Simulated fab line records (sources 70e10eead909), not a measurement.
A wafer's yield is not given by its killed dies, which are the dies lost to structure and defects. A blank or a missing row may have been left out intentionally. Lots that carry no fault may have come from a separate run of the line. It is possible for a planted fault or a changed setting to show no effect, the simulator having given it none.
Chamber matching -- flow nand-harc -- 4 sister chambers for NHARC_A_STAIRCASE_DESCUM_168 on rie-diel-05
The step chemistry O2, time 3 s. 8 wafers are shown with their chamber, then 11 later ones without.

WAFERS WITH THEIR CHAMBER
wafer,chamber,drypump-motor-current-A (A),showerhead-plenum-p-Torr (Torr)
L077.3,1,6.5,2.02
L082.4,1,6.5,2.02
L080.2,3,5.8,1.85
L080.3,2,6.1,1.87
L084.1,0,5.4,1.83
L084.2,3,5.7,1.85
L084.6,2,6.1,1.86
L087.1,0,5.4,1.83

WAFERS WITHOUT THEIR CHAMBER
wafer,drypump-motor-current-A (A),showerhead-plenum-p-Torr (Torr)
L087.4,6.6,2.01
L087.6,5.8,1.85
L086.1,6.1,1.86
L086.2,5.7,1.85
L086.6,6.1,1.86
L091.2,5.8,1.84
L091.3,6.5,2.01
L091.5,5.4,1.83
L093.2,5.7,1.84
L093.4,5.4,1.82
L093.5,6.1,1.86

WHICH CHAMBER EACH WENT THROUGH
wafer,from the rows above,in truth
L087.4,1,1
L087.6,3,3
L086.1,2,2
L086.2,3,3
L086.6,2,2
L091.2,3,3
L091.3,1,1
L091.5,0,0
L093.2,3,3
L093.4,0,0
L093.5,2,2
Correct placement for 11 of the 11. Number that these rows cannot place: 0. 0 placed wrongly.
How it was worked out, from the rows above alone: a wafer's distance from a chamber is the root of the sum, over the readings, of the square of ((its reading less the chamber's mean) divided by the reading's scatter). If the next closest chamber is less than 2 further off than the closest, the wafer can't be placed; otherwise it belongs to the closest. For every chamber, the mean is computed from those of its wafers that are shown. How the scatter is found: for the shown wafers, subtract from each reading the mean of its chamber, square and add these, divide the total by (wafers less chambers), then take the root.
